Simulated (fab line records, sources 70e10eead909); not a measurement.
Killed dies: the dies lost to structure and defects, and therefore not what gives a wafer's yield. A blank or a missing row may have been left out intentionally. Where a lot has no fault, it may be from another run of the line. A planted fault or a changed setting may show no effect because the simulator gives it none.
fab line records | flow nandHarc
[record] lots = 24 wafers = 72 lastDay = 24
route steps=1159 shown A_CONTACT@877
lots with no fault: from the same line, run without faults
startH: hours from the record's opening day to when the first of the lot's shown wafers began | waitH: how many hours have passed since the lot's step before this one | " identical to the entry in the row above | L1.1+2: one row covering several wafers at once | - value missing, or start not given | * or withheld: withheld | < > ~ a bound
route shown NAME@n: NAME is a module with steps in the file, n the number in the route of the first one | usual: mean/standard deviation taken from wafers without a fault | same: alike in all rows | chamber/n: place in a boat | sites: readings site by site | _std_site: the standard deviation of these | _edge_site: the outer-site mean with the inner-site mean subtracted | radiusMm: for every site, how far away it sits from the centre of the wafer | mask NAME#n: copy n | behind: tool/chamber where the wafer was last shaped | hold: the reason the lot was held/the length of the hold in hours/how it ended | device: the n, p or np transistor that did not switch | end of line: the same wafers' tests at the end of the route | a step with no rows: only its recipe | killed: dies that structure and defects cost at the first sort, which is not the same as the wafer's yield | map: per-die view of a wafer (x killed, . not killed, _ where there is no die)
set.NAME: the setting the step ran with; set.NAME@STEP: the setting that earlier step ran with | model.NAME: the simulator's own value behind a step, which no gauge read
route steps across a sampled set of lots; one table per step, one row per wafer
services: a tool's chamber out of use, with start hour (startH, from the record's first day; less than 0 if before it), hours out, and reason
[[steps]]
[step NHARC_A_CONTACT_CD_MEAS_53]
[usual] cdNm = 189.6/0.57
// columns lot.wafer tool chamber startH waitH cdNm
L075.3 cdSem-01 - 370.57 - 190.3
L075.4 " - " " 190.4
L075.5 " - " " 190.3
L074.2 cdSem-01 - 374.30 - 190.2
L074.5 " - " " 190.0
L074.6 " - " " 189.8
L076.1 cdSem-01 - 380.25 - 189.6
L076.2 " - " " 189.5
L076.5 " - " " 189.0
L077.1 cdSem-01 - 380.97 - 188.9
L077.3 " - " " 188.5
L077.4 " - " " 189.0
L078.1 cdSem-01 - 406.89 - 189.4
L078.2 " - " " 188.3
L078.3 " - " " 189.2
L079.2 cdSem-03 - 407.84 - 189.1
L079.5 " - " " 189.6
L079.6 " - " " 189.6
L080.3 cdSem-02 - 411.28 - 188.5
L080.4 " - " " 189.2
L080.5 " - " " 189.0
L082.2 cdSem-03 - 420.57 - 189.3
L082.3 " - " " 189.4
L082.4 " - " " 189.5
L083.1 cdSem-03 - 422.63 - 190.2
L083.2 " - " " 189.7
L083.6 " - " " 189.9
L081.1 cdSem-03 - 427.43 - 189.4
L081.4 " - " " 189.9
L081.5 " - " " 188.4
L086.2 cdSem-03 - 438.04 - 189.9
L086.5 " - " " 189.7
L086.6 " - " " 189.9
L084.2 cdSem-03 - 440.72 - 189.7
L084.4 " - " " 190.0
L084.5 " - " " 189.6
L085.1 cdSem-01 - 445.49 - 189.8
L085.4 " - " " 189.7
L085.6 " - " " 190.2
L087.1 cdSem-03 - 450.57 - 189.3
L087.2 " - " " 188.8
L087.4 " - " " 189.4
L089.3 cdSem-03 - 456.43 - 188.7
L089.4 " - " " 189.5
L089.6 " - " " 189.1
L088.1 cdSem-01 - 457.14 - 190.9
L088.4 " - " " 190.4
L088.6 " - " " 191.1
L090.2 cdSem-01 - 474.59 - 190.3
L090.4 " - " " 190.1
L090.5 " - " " 190.0
L093.1 cdSem-02 - 477.77 - 190.4
L093.2 " - " " 190.4
L093.6 " - " " 190.6
L091.2 cdSem-01 - 481.58 - 188.5
L091.3 " - " " 189.1
L091.5 " - " " 189.0
L094.1 cdSem-01 - 496.07 - 189.5
L094.4 " - " " 190.0
L094.5 " - " " 190.0
L092.1 cdSem-02 - 499.32 - 189.9
L092.3 " - " " 189.7
L092.6 " - " " 189.3
L095.2 cdSem-03 - 502.09 - 189.4
L095.3 " - " " 189.4
L095.6 " - " " 189.9
L096.2 cdSem-03 - 506.83 - 189.1
L096.3 " - " " 189.0
L096.4 " - " " 189.3
L097.1 cdSem-01 - 512.12 - 190.6
L097.2 " - " " 190.2
L097.4 " - " " 190.3
[step NHARC_A_CONTACT_INSPECT_71]
[usual] rawDefectCount = 30/15
// columns lot.wafer tool chamber startH waitH rawDefectCount
L075.3 defectInspect-02 - 379.44 0.0 31
L075.4 " - " " 22
L075.5 " - " " 41
L074.2 defectInspect-01 - 380.99 0.0 18
L074.5 " - " " 28
L074.6 " - " " 23
L076.1 defectInspect-01 - 384.62 0.0 19
L076.2 " - " " 27
L076.5 " - " " 22
L077.1 defectInspect-02 - 386.05 0.0 23
L077.3 " - " " 18
L077.4 " - " " 24
L078.1 defectInspect-02 - 411.64 0.0 9
L078.2 " - " " 3
L078.3 " - " " 9
L079.2 defectInspect-02 - 414.79 0.0 21
L079.5 " - " " 29
L079.6 " - " " 19
L080.3 defectInspect-02 - 416.49 0.0 34
L080.4 " - " " 18
L080.5 " - " " 25
L082.2 defectInspect-02 - 425.04 0.0 36
L082.3 " - " " 36
L082.4 " - " " 39
L083.1 defectInspect-01 - 426.90 0.0 23
L083.2 " - " " 24
L083.6 " - " " 32
L081.1 defectInspect-02 - 430.87 0.0 19
L081.4 " - " " 42
L081.5 " - " " 22
L086.2 defectInspect-02 - 441.90 0.0 33
L086.5 " - " " 40
L086.6 " - " " 28
L084.2 defectInspect-01 - 444.28 0.0 14
L084.4 " - " " 16
L084.5 " - " " 19
L085.1 defectInspect-01 - 450.64 0.0 32
L085.4 " - " " 29
L085.6 " - " " 45
L087.1 defectInspect-01 - 455.71 0.1 41
L087.2 " - " " 53
L087.4 " - " " 52
L089.3 defectInspect-02 - 460.08 0.0 51
L089.4 " - " " 45
L089.6 " - " " 49
L088.1 defectInspect-01 - 460.70 0.0 31
L088.4 " - " " 39
L088.6 " - " " 34
L090.2 defectInspect-02 - 479.48 0.0 28
L090.4 " - " " 20
L090.5 " - " " 31
L093.1 defectInspect-01 - 481.61 0.0 49
L093.2 " - " " 46
L093.6 " - " " 65
L091.2 defectInspect-01 - 488.00 0.0 13
L091.3 " - " " 15
L091.5 " - " " 15
L094.1 defectInspect-02 - 500.34 0.0 28
L094.4 " - " " 14
L094.5 " - " " 12
L092.1 defectInspect-01 - 504.94 0.0 14
L092.3 " - " " 15
L092.6 " - " " 20
L095.2 defectInspect-01 - 505.61 0.0 67
L095.3 " - " " 65
L095.6 " - " " 55
L096.2 defectInspect-02 - 510.41 0.0 59
L096.3 " - " " 62
L096.4 " - " " 52
L097.1 defectInspect-02 - 516.15 0.0 24
L097.2 " - " " 20
L097.4 " - " " 22
[step NHARC_A_CONTACT_ETCH_127]
[recipe] sourceW = withheld pressureMtorr = 20 biasV = 1200 timeS = 155 targetDepthA = 9560 arFlowSccm = withheld c4f8FlowSccm = withheld o2FlowSccm = withheld chemistry = C4F8/O2/Ar
// columns lot.wafer tool chamber startH waitH rfHoursCounterH
L075.4 harCapEtch-03 0 381.24 0.1 -
L075.3 " 1 " " -
L075.5 " 1 " " -
L074.2 harCapEtch-02 0 383.13 0.1 11
L074.5 " 1 " " -
L074.6 " 0 " " -
L076.1 harCapEtch-03 0 386.40 0.1 84
L076.2 " 1 " " 84
L076.5 " 1 " " -
L077.1 harCapEtch-01 0 387.94 0.1 60
L077.3 " 1 " " -
L077.4 " 0 " " -
L078.2 harCapEtch-02 0 413.31 0.1 15
L078.1 " 1 " " 15
L078.3 " 1 " " -
L079.2 harCapEtch-01 0 416.53 0.1 63
L079.6 " 0 " " -
L079.5 " 1 " " -
L080.3 harCapEtch-03 0 418.21 0.1 -
L080.4 " 1 " " -
L080.5 " 1 " " -
L082.2 harCapEtch-02 0 426.73 0.1 18
L082.4 " 1 " " -
L082.3 " 0 " " -
L083.1 harCapEtch-01 1 428.57 0.1 66
L083.2 " 0 " " 66
L083.6 " 1 " " -
L081.1 harCapEtch-03 1 432.55 0.1 91
L081.4 " 1 " " -
L081.5 " 1 " " -
L086.2 harCapEtch-02 0 443.66 0.1 21
L086.6 " 1 " " -
L086.5 " 0 " " -
L084.2 harCapEtch-03 0 445.97 0.1 93
L084.4 " 1 " " -
L084.5 " 0 " " -
L085.1 harCapEtch-02 1 452.43 0.1 24
L085.4 " 0 " " -
L085.6 " 0 " " -
L087.1 harCapEtch-01 1 457.38 0.1 72
L087.2 " 0 " " 72
L087.4 " 0 " " -
L089.3 harCapEtch-02 0 461.80 0.1 -
L089.4 " 1 " " -
L089.6 " 0 " " -
L088.1 harCapEtch-03 1 462.45 0.1 97
L088.4 " 0 " " -
L088.6 " 1 " " -
L090.2 harCapEtch-01 0 481.15 0.1 75
L090.4 " 1 " " -
L090.5 " 1 " " -
L093.2 harCapEtch-02 0 483.28 0.1 30
L093.1 " 1 " " 30
L093.6 " 0 " " -
L091.2 harCapEtch-03 0 489.66 0.1 100
L091.3 " 1 " " -
L091.5 " 0 " " -
L094.1 harCapEtch-03 0 502.01 0.1 102
L094.4 " 0 " " -
L094.5 " 0 " " -
L092.1 harCapEtch-01 1 506.65 0.1 79
L092.3 " 0 " " -
L092.6 " 0 " " -
L095.2 harCapEtch-03 0 507.32 0.1 103
L095.3 " 1 " " -
L095.6 " 1 " " -
L096.2 harCapEtch-02 1 513.19 0.1 35
L096.4 " 0 " " -
L096.3 " 1 " " -
L097.1 harCapEtch-02 1 519.26 0.1 36
L097.2 " 0 " " 36
L097.4 " 0 " " -
[step NHARC_A_CONTACT_ETCH_97]
[recipe] targetDepthA = 200 overEtchFrac = 0.5 timeS = 10 ionEnergyEv = 250 c4f6FlowSccm = 25 o2FlowSccm = 20 arFlowSccm = 500 rfW = 600 biasW = 500 chemistry = C4F6/O2
[usual] drypumpMotorCurrentA = 5.6/0.36 o2FlowSccm = 20.01/0.065 oesProductAu = 0.963/0.023 rfVppV = 547.0/2.8 showerheadPlenumPTorr = 3.93/0.13 throttleValvePct = 26.903/0.0089
// columns lot.wafer tool chamber startH waitH drypumpMotorCurrentA o2FlowSccm oesProductAu rfHoursCounterH rfVppV showerheadPlenumPTorr throttleValvePct
L075.3 rieDiel-04 2 - - 5.1 20.00 0.976 31 547.1 3.93 26.899
L075.4 " 0 " " 5.4 20.08 0.954 29 546.3 3.80 26.906
L075.5 " 3 " " 5.8 19.99 0.969 - 547.8 4.02 26.903
L074.2 rieDiel-02 1 - - 5.9 19.97 0.946 23 544.6 3.87 26.900
L074.5 " 2 " " 6.2 20.01 0.960 - 549.6 4.07 26.904
L074.6 " 3 " " 4.9 20.00 0.956 - 546.1 3.87 26.903
L076.1 rieDiel-04 2 - - 5.1 20.09 0.966 33 547.1 3.93 26.916
L076.2 " 1 " " 5.6 20.00 0.945 31 551.6 4.17 26.900
L076.5 " 2 " " 5.1 20.03 0.968 - 547.0 3.93 26.904
L077.1 rieDiel-02 2 - - 6.2 19.99 1.002 25 550.8 4.07 26.901
L077.3 " 0 " " 5.6 20.01 0.992 27 551.2 4.11 26.910
L077.4 " 1 " " 5.8 19.93 1.009 25 545.3 3.86 26.903
L078.3 rieDiel-04 3 - - 5.8 19.95 0.985 40 547.8 4.01 26.917
L078.2 " 1 " " 5.6 19.97 0.959 40 552.0 4.17 26.880
L078.1 " 2 " " 5.1 20.07 0.968 42 547.5 3.92 26.893
L079.2 rieDiel-04 3 - - 5.7 20.09 0.941 41 548.4 4.01 26.914
L079.6 " 1 " " 5.5 19.97 0.942 - 553.5 4.16 26.905
L079.5 " 2 " " 5.1 20.11 0.942 - 546.7 3.92 26.908
L080.3 rieDiel-02 1 - - 5.8 20.07 0.960 35 544.7 3.86 26.893
L080.4 " 3 " " 5.0 20.00 0.966 30 546.1 3.86 26.902
L080.5 " 2 " " 6.2 20.07 0.960 - 548.7 4.06 26.918
L082.4 rieDiel-02 0 - - 5.7 20.10 0.941 37 550.0 4.10 26.906
L082.2 " 1 " " 5.8 20.02 0.951 36 546.3 3.86 26.912
L082.3 " 3 " " 4.9 19.99 0.946 30 544.8 3.86 26.907
L083.1 rieDiel-12 1 - - 5.8 20.07 0.990 7 545.7 3.89 26.897
L083.2 " 0 " " 5.5 20.00 0.995 6 551.2 4.09 26.910
L083.6 " 2 " " 5.9 20.01 0.986 - 543.4 3.78 26.916
L081.4 rieDiel-12 3 - - 5.4 19.97 0.963 7 543.9 3.78 26.894
L081.1 " 2 " " 5.9 19.95 0.970 7 544.3 3.78 26.908
L081.5 " 0 " " 5.5 20.09 0.954 - 549.7 4.09 26.919
L086.2 rieDiel-02 2 - - 6.2 19.95 0.941 40 550.2 4.06 26.905
L086.5 " 2 " " 6.2 20.03 0.932 - 549.6 4.06 26.911
L086.6 " 3 " " 4.9 20.08 0.945 - 544.7 3.86 26.897
L084.2 rieDiel-12 1 - - 5.8 20.02 0.944 11 547.1 3.88 26.902
L084.4 " 3 " " 5.5 20.06 0.947 11 545.0 3.78 26.907
L084.5 " 1 " " 5.8 19.98 0.940 - 546.2 3.88 26.897
L085.4 rieDiel-12 1 - - 5.8 20.02 0.936 12 545.0 3.88 26.909
L085.1 " 0 " " 5.5 20.00 0.952 12 551.8 4.08 26.889
L085.6 " 1 " " 5.8 20.02 0.948 - 546.7 3.88 26.891
L087.4 rieDiel-12 0 - - 5.5 19.96 0.943 13 549.8 4.08 26.887
L087.2 " 1 " " 5.8 19.99 0.937 13 546.6 3.88 26.899
L087.1 " 2 " " 5.8 19.89 0.934 14 543.7 3.78 26.894
L089.4 rieDiel-12 3 - - 5.5 20.12 0.936 14 544.8 3.78 26.904
L089.3 " 0 " " 5.6 19.94 0.963 13 550.4 4.08 26.902
L089.6 " 3 " " 5.5 20.06 0.946 - 543.9 3.78 26.911
L088.1 rieDiel-02 2 - - 6.2 19.98 0.940 50 549.2 4.05 26.898
L088.4 " 0 " " 5.7 20.01 0.958 54 549.1 4.09 26.900
L088.6 " 2 " " 6.2 19.99 0.939 - 549.4 4.05 26.924
L090.4 rieDiel-02 3 - - 4.9 19.94 0.981 51 545.3 3.85 26.899
L090.2 " 0 " " 5.7 19.82 0.947 61 551.4 4.08 26.897
L090.5 " 2 " " 6.2 19.96 0.967 - 549.3 4.05 26.907
L093.2 rieDiel-12 2 - - 5.9 20.15 1.000 17 543.5 3.77 26.914
L093.1 " 1 " " 5.8 20.00 1.001 17 545.2 3.88 26.893
L093.6 " 3 " " 5.5 20.12 0.999 - 544.2 3.78 26.907
L091.3 rieDiel-04 0 - - 5.4 19.89 1.013 5 543.4 3.78 26.888
L091.2 " 1 " " 5.6 20.13 1.001 5 551.6 4.15 26.910
L091.5 " 3 " " 5.7 20.05 1.009 - 548.3 3.99 26.911
L094.4 rieDiel-04 2 - - 5.1 20.09 0.974 9 546.8 3.90 26.894
L094.1 " 0 " " 5.4 19.98 0.958 9 542.9 3.78 26.907
L094.5 " 3 " " 5.8 19.97 0.966 - 549.1 3.99 26.896
L092.1 rieDiel-12 2 - - 5.9 20.02 0.941 20 542.6 3.77 26.881
L092.3 " 0 " " 5.6 20.05 0.947 21 550.7 4.08 26.915
L092.6 " 1 " " 5.8 19.95 0.956 - 547.1 3.88 26.913
L095.2 rieDiel-12 3 - - 5.4 19.94 0.956 21 542.7 3.78 26.917
L095.3 " 0 " " 5.5 19.98 0.963 21 548.8 4.08 26.905
L095.6 " 2 " " 5.9 19.93 0.934 - 544.3 3.77 26.904
L096.3 rieDiel-02 2 - - 6.3 19.95 0.998 0 550.1 4.04 26.907
L096.4 " 3 " " 5.0 20.14 0.998 0 544.8 3.85 26.902
L096.2 " 1 " " 5.8 20.00 0.994 0 545.6 3.84 26.905
L097.1 rieDiel-12 0 - - 5.5 20.14 0.953 25 550.2 4.07 26.901
L097.2 " 1 " " 5.8 20.03 0.939 26 545.3 3.87 26.889
L097.4 " 3 " " 5.4 20.03 0.944 25 542.6 3.77 26.909
[step NHARC_A_CONTACT_ETCH_88]
[recipe] targetDepthA = 390 overEtchFrac = 0.3 timeS = 65 ionEnergyEv = 80 cf4FlowSccm = 150 arFlowSccm = 0 rfW = 300 biasW = 100 chemistry = CF4
[usual] drypumpMotorCurrentA = 5.6/0.31 oesProductAu = 1.000/0.0071 rfVppV = 151.3/1.1 showerheadPlenumPTorr = 1.77/0.06 throttleValvePct = 13.284/0.0083
// columns lot.wafer tool chamber startH waitH drypumpMotorCurrentA oesProductAu rfHoursCounterH rfVppV showerheadPlenumPTorr throttleValvePct
L075.3 rieDiel-02 0 386.95 0.1 5.6 0.990 25 153.0 1.85 13.291
L075.4 " 1 " " 5.8 1.003 24 151.3 1.74 13.278
L075.5 " 1 " " 5.8 1.007 - 151.4 1.74 13.291
L074.2 rieDiel-04 3 388.39 0.1 5.7 1.002 32 151.5 1.81 13.281
L074.5 " 0 " " 5.4 0.998 - 151.8 1.71 13.286
L074.6 " 1 " " 5.5 1.001 - 151.9 1.88 13.284
L076.2 rieDiel-12 3 392.50 0.1 5.5 1.006 0 151.8 1.71 13.278
L076.1 " 0 " " 5.5 0.995 0 152.0 1.85 13.280
L076.5 " 1 " " 5.8 1.005 - 151.1 1.75 13.303
L077.4 rieDiel-02 0 392.67 0.1 5.7 0.987 28 154.4 1.85 13.278
L077.3 " 2 " " 6.2 1.001 25 153.3 1.84 13.265
L077.1 " 3 " " 4.9 1.010 22 151.8 1.74 13.285
L078.1 rieDiel-12 2 420.73 0.1 5.9 0.976 5 151.1 1.70 13.296
L078.3 " 0 " " 5.5 0.998 5 153.2 1.84 13.288
L078.2 " 1 " " 5.8 1.005 5 150.5 1.75 13.270
L079.2 rieDiel-04 2 421.70 0.1 5.0 0.999 45 150.6 1.77 13.284
L079.5 " 1 " " 5.5 0.991 - 153.3 1.88 13.286
L079.6 " 2 " " 5.1 1.002 - 150.9 1.77 13.288
L080.4 rieDiel-12 2 422.90 0.1 5.9 0.990 5 149.3 1.70 13.275
L080.3 " 0 " " 5.5 0.994 5 151.0 1.84 13.283
L080.5 " 3 " " 5.4 1.005 - 150.9 1.71 13.294
L082.3 rieDiel-12 0 431.48 0.1 5.5 0.999 6 151.2 1.84 13.280
L082.4 " 1 " " 5.7 1.000 7 150.2 1.75 13.295
L082.2 " 2 " " 5.9 0.980 6 151.2 1.70 13.281
L083.1 rieDiel-12 1 433.65 0.1 5.8 1.000 8 151.1 1.75 13.288
L083.2 " 2 " " 5.8 1.006 7 149.1 1.70 13.282
L083.6 " 0 " " 5.5 0.997 - 152.4 1.84 13.285
L081.1 rieDiel-04 3 437.51 0.1 5.8 1.000 48 152.8 1.81 13.278
L081.4 " 1 " " 5.5 0.998 49 153.9 1.88 13.294
L081.5 " 3 " " 5.7 0.998 - 152.2 1.81 13.277
L086.2 rieDiel-12 3 449.34 0.1 5.4 1.003 11 149.5 1.70 13.269
L086.5 " 2 " " 5.9 0.994 - 149.7 1.70 13.294
L086.6 " 3 " " 5.4 1.010 - 151.6 1.70 13.300
L084.4 rieDiel-02 2 452.16 0.1 6.2 0.997 44 151.3 1.83 13.262
L084.2 " 3 " " 4.9 1.000 38 151.8 1.74 13.269
L084.5 " 2 " " 6.2 0.995 - 150.5 1.83 13.283
L085.1 rieDiel-12 0 458.52 0.1 5.5 0.992 13 152.6 1.84 13.279
L085.4 " 1 " " 5.8 1.005 13 149.6 1.75 13.275
L085.6 " 1 " " 5.8 1.005 - 149.2 1.75 13.275
L087.1 rieDiel-02 2 462.29 0.2 6.2 0.993 48 151.1 1.83 13.275
L087.2 " 3 " " 4.9 0.999 44 152.1 1.74 13.291
L087.4 " 0 " " 5.6 0.984 53 151.1 1.84 13.290
L089.3 rieDiel-02 0 466.59 0.1 5.6 0.993 55 151.9 1.84 13.281
L089.4 " 3 " " 4.9 1.009 45 149.6 1.74 13.276
L089.6 " 1 " " 5.8 1.000 - 150.2 1.73 13.274
L088.1 rieDiel-02 1 467.80 0.1 5.8 1.000 54 151.1 1.73 13.295
L088.4 " 0 " " 5.6 1.006 55 151.9 1.84 13.287
L088.6 " 1 " " 5.8 0.996 - 149.5 1.73 13.277
L090.2 rieDiel-02 3 489.04 0.1 4.9 1.008 53 151.0 1.73 13.279
L090.4 " 1 " " 5.8 0.993 62 151.4 1.73 13.281
L090.5 " 3 " " 4.9 1.000 - 151.6 1.73 13.283
L093.2 rieDiel-04 3 490.04 0.1 5.7 1.005 5 152.0 1.80 13.276
L093.1 " 0 " " 5.4 1.017 4 148.1 1.70 13.286
L093.6 " 2 " " 5.1 1.015 - 150.0 1.76 13.294
L091.2 rieDiel-12 1 494.85 0.2 5.8 1.006 18 151.0 1.75 13.267
L091.3 " 1 " " 5.8 1.005 - 150.7 1.75 13.288
L091.5 " 1 " " 5.8 1.001 - 150.9 1.75 13.286
L094.1 rieDiel-12 0 507.16 0.1 5.5 1.005 21 150.9 1.84 13.278
L094.4 " 1 " " 5.8 0.999 21 150.9 1.75 13.287
L094.5 " 3 " " 5.4 0.998 - 151.0 1.70 13.294
L092.1 rieDiel-12 2 511.78 0.2 5.8 0.994 22 151.1 1.70 13.284
L092.3 " 1 " " 5.8 0.999 23 150.6 1.75 13.281
L092.6 " 2 " " 5.8 0.993 - 149.5 1.70 13.284
L095.2 rieDiel-12 1 514.79 0.2 5.8 1.001 24 150.9 1.75 13.274
L095.3 " 3 " " 5.4 1.003 24 151.2 1.70 13.294
L095.6 " 2 " " 5.9 1.004 - 150.6 1.70 13.298
L096.2 rieDiel-12 2 518.04 0.1 5.9 1.005 23 149.0 1.70 13.268
L096.3 " 3 " " 5.4 1.003 24 149.6 1.70 13.287
L096.4 " 0 " " 5.5 1.000 25 153.1 1.84 13.289
L097.4 rieDiel-12 1 525.51 0.1 5.8 1.008 27 152.1 1.75 13.295
L097.2 " 2 " " 5.9 1.003 25 150.4 1.70 13.284
L097.1 " 3 " " 5.4 1.007 26 150.4 1.70 13.279
[step NHARC_A_CONTACT_ETCH_89]
[recipe] targetDepthA = 2600 overEtchFrac = 0.3 timeS = 475.3 ionEnergyEv = 200 n2FlowSccm = 150 h2FlowSccm = 150 arFlowSccm = 0 rfW = 400 biasW = 150 chemistry = N2/H2
[usual] drypumpMotorCurrentA = 5.6/0.31 h2FlowSccm = 150.0/0.46 oesProductAu = 0.999/0.0085 rfVppV = 430.8/2.2 showerheadPlenumPTorr = 2.04/0.076 throttleValvePct = 14.172/0.0091
// columns lot.wafer tool chamber startH waitH drypumpMotorCurrentA h2FlowSccm oesProductAu rfHoursCounterH rfVppV showerheadPlenumPTorr throttleValvePct
L075.4 rieDiel-02 1 - - 5.9 150.2 0.985 24 431.2 2.01 14.175
L075.3 " 2 " " 6.2 149.4 0.996 23 432.6 2.13 14.175
L075.5 " 0 " " 5.6 150.9 0.999 - 433.4 2.15 14.175
L074.2 rieDiel-04 3 - - 5.7 149.7 0.996 32 433.0 2.09 14.161
L074.6 " 1 " " 5.6 150.4 0.997 - 434.6 2.18 14.183
L074.5 " 2 " " 5.1 149.9 0.990 - 431.0 2.04 14.188
L076.1 rieDiel-12 1 - - 5.8 150.8 1.002 0 432.6 2.02 14.161
L076.2 " 2 " " 5.9 150.1 0.984 0 428.7 1.96 14.165
L076.5 " 0 " " 5.5 149.5 1.015 - 434.3 2.14 14.183
L077.4 rieDiel-02 1 - - 5.9 150.1 0.987 26 429.9 2.00 14.167
L077.1 " 2 " " 6.2 149.1 0.984 26 433.2 2.13 14.177
L077.3 " 3 " " 5.0 150.5 1.006 23 429.2 2.01 14.177
L078.2 rieDiel-12 2 - - 5.9 150.4 0.998 5 428.5 1.96 14.182
L078.3 " 0 " " 5.5 150.1 1.009 5 433.4 2.14 14.157
L078.1 " 1 " " 5.8 150.4 1.006 5 430.0 2.02 14.171
L079.2 rieDiel-04 2 - - 5.1 149.8 1.007 45 429.9 2.04 14.191
L079.5 " 2 " " 5.1 150.1 1.003 - 430.3 2.04 14.176
L079.6 " 3 " " 5.7 150.1 1.000 - 431.8 2.09 14.179
L080.3 rieDiel-12 1 - - 5.8 149.5 0.989 6 429.7 2.02 14.177
L080.4 " 2 " " 5.9 150.1 0.988 5 427.4 1.96 14.161
L080.5 " 1 " " 5.8 149.8 0.994 - 429.9 2.02 14.166
L082.3 rieDiel-12 3 - - 5.4 149.9 0.992 6 429.1 1.96 14.169
L082.4 " 1 " " 5.8 150.0 1.005 7 428.3 2.02 14.180
L082.2 " 2 " " 5.9 149.1 0.991 7 428.0 1.96 14.180
L083.1 rieDiel-12 1 - - 5.8 149.6 1.002 8 429.3 2.02 14.154
L083.2 " 2 " " 5.9 150.4 0.976 7 428.0 1.96 14.182
L083.6 " 1 " " 5.8 149.0 0.998 - 429.4 2.02 14.172
L081.1 rieDiel-04 1 - - 5.5 150.3 1.005 49 434.7 2.18 14.177
L081.4 " 3 " " 5.8 149.2 1.007 48 432.1 2.09 14.172
L081.5 " 1 " " 5.5 149.8 0.991 - 434.3 2.18 14.169
L086.2 rieDiel-12 2 - - 5.8 149.5 0.994 11 429.9 1.95 14.166
L086.6 " 0 " " 5.5 149.9 1.007 - 434.7 2.13 14.180
L086.5 " 1 " " 5.8 150.4 1.007 - 429.9 2.02 14.173
L084.4 rieDiel-02 3 - - 4.9 149.2 1.006 39 429.5 2.00 14.188
L084.2 " 0 " " 5.6 149.9 0.990 48 432.8 2.14 14.180
L084.5 " 0 " " 5.7 150.3 1.006 - 434.3 2.14 14.173
L085.1 rieDiel-12 2 - - 5.9 150.5 0.988 13 429.6 1.95 14.172
L085.4 " 0 " " 5.5 150.3 1.004 13 433.7 2.13 14.169
L085.6 " 3 " " 5.4 149.6 0.998 - 428.1 1.96 14.161
L087.1 rieDiel-02 2 - - 6.2 150.5 0.983 49 431.8 2.12 14.172
L087.4 " 3 " " 4.9 149.3 1.007 44 429.8 2.00 14.166
L087.2 " 0 " " 5.6 151.0 0.986 54 432.1 2.14 14.173
L089.4 rieDiel-02 1 - - 5.8 150.2 0.996 53 430.4 2.00 14.183
L089.3 " 3 " " 4.9 149.8 1.003 45 428.2 2.00 14.162
L089.6 " 1 " " 5.8 150.0 1.000 - 430.2 1.99 14.164
L088.1 rieDiel-02 2 - - 6.2 150.6 1.005 51 433.2 2.12 14.164
L088.4 " 3 " " 4.9 149.7 1.001 46 429.1 2.00 14.160
L088.6 " 0 " " 5.7 149.6 0.984 - 433.3 2.14 14.168
L090.4 rieDiel-02 1 - - 5.8 149.7 0.990 62 428.9 1.99 14.170
L090.2 " 2 " " 6.2 150.1 0.996 60 432.8 2.11 14.189
L090.5 " 0 " " 5.6 150.0 1.000 - 435.0 2.13 14.168
L093.1 rieDiel-04 0 - - 5.4 150.3 1.007 5 428.2 1.95 14.162
L093.2 " 1 " " 5.6 149.6 0.996 4 434.4 2.17 14.182
L093.6 " 3 " " 5.7 150.3 1.007 - 433.4 2.08 14.172
L091.2 rieDiel-12 1 495.05 0.2 5.8 149.5 1.016 18 430.3 2.01 14.164
L091.3 " 0 " " 5.5 150.4 1.015 - 433.9 2.13 14.176
L091.5 " 0 " " 5.5 150.4 1.011 - 433.2 2.13 14.168
L094.1 rieDiel-12 0 - - 5.5 149.6 1.001 21 431.4 2.13 14.183
L094.4 " 3 " " 5.4 150.1 0.992 21 428.7 1.95 14.175
L094.5 " 0 " " 5.5 149.8 1.001 - 434.0 2.13 14.174
L092.1 rieDiel-12 3 - - 5.5 150.6 0.998 22 427.5 1.95 14.179
L092.3 " 2 " " 5.9 151.0 0.999 22 428.0 1.95 14.179
L092.6 " 3 " " 5.5 149.6 1.011 - 427.1 1.95 14.168
L095.3 rieDiel-12 0 - - 5.5 150.0 0.994 24 432.8 2.13 14.181
L095.2 " 2 " " 5.8 149.6 1.008 23 428.5 1.95 14.172
L095.6 " 0 " " 5.5 150.9 1.006 - 432.2 2.13 14.176
L096.3 rieDiel-12 0 - - 5.5 150.0 0.998 25 433.9 2.13 14.180
L096.4 " 1 " " 5.8 149.9 0.999 25 429.5 2.01 14.169
L096.2 " 3 " " 5.4 150.0 0.996 24 427.8 1.95 14.175
L097.1 rieDiel-12 2 - - 5.9 150.9 1.007 26 428.8 1.95 14.169
L097.4 " 3 " " 5.4 150.5 1.004 26 428.5 1.95 14.173
L097.2 " 1 " " 5.8 150.2 1.003 27 429.7 2.01 14.165
[[services]]
// columns tool chamber startH hours kind
rieDiel-12 0 359.17 - clean
rieDiel-12 1 359.17 - clean
rieDiel-12 2 359.17 - clean
rieDiel-12 3 359.17 - clean
rieDiel-04 1 359.93 2.0 repair
rieDiel-02 3 366.58 10.0 repair
rieDiel-12 - 379.56 9.0 pm
rieDiel-12 0 379.56 9.0 ventCycle
rieDiel-12 1 379.56 9.0 ventCycle
rieDiel-12 2 379.56 9.0 ventCycle
rieDiel-12 3 379.56 9.0 ventCycle
harCapEtch-01 - 381.60 1.5 repair
rieDiel-02 3 445.76 3.6 repair
harCapEtch-03 - 451.41 0.4 repair
harCapEtch-01 - 459.29 2.5 repair
rieDiel-04 1 463.98 8.4 repair
rieDiel-04 - 466.09 9.0 pm
rieDiel-02 - 491.24 0.7 repair
harCapEtch-03 - 492.75 0.6 repair
rieDiel-12 2 493.22 6.1 repair
rieDiel-12 3 493.55 2.2 repair
rieDiel-02 3 495.51 2.1 repair
rieDiel-02 - 505.39 9.0 pm
rieDiel-02 - 524.53 0.9 repair
[[key]]
fault none
